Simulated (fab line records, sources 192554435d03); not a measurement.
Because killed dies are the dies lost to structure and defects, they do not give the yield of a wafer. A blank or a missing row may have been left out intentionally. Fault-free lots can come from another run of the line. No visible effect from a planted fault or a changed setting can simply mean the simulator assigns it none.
Chamber matching ; flow n5_finfet ; rie_diel-01 running N5_GATE_CUT_STRIP_42: 4 sister chambers
The step strips in O2. 4 wafers are shown with their chamber, then 9 later ones without.

EACH WAFER AND ITS CHAMBER
wafer;chamber;showerhead_plenum_p_Torr (Torr)
L082.5;1;2.11
L090.1;0;1.99
L090.2;2;2.18
L090.6;3;2.07

WAFERS MISSING THEIR CHAMBER
wafer;showerhead_plenum_p_Torr (Torr)
L092.1;2.10
L092.2;1.99
L092.6;2.17
L093.1;2.18
L093.4;2.10
L093.5;2.07
L094.1;2.07
L094.5;2.17
L094.6;2.07

WHICH CHAMBER EACH ONE RAN IN
wafer;from the rows above;in truth
L092.1;1;1
L092.2;0;0
L092.6;2;2
L093.1;2;2
L093.4;1;1
L093.5;3;3
L094.1;3;3
L094.5;2;2
L094.6;3;3
Placed correctly: 9 of 9. Left unplaced by these rows: 0. Wrongly placed: 0.
How it was worked out, from the rows above alone: a wafer's distance from a chamber is the root of the sum, over the readings, of the square of ((its reading less the chamber's mean) divided by the reading's scatter). The wafer belongs to the nearest chamber; if the next one is less than 2 further off, it can't be placed. A chamber's mean is the mean of its shown wafers. The scatter: with one shown wafer a chamber, the root of the mean of the squares of how far each hidden wafer lies from its nearest shown one.
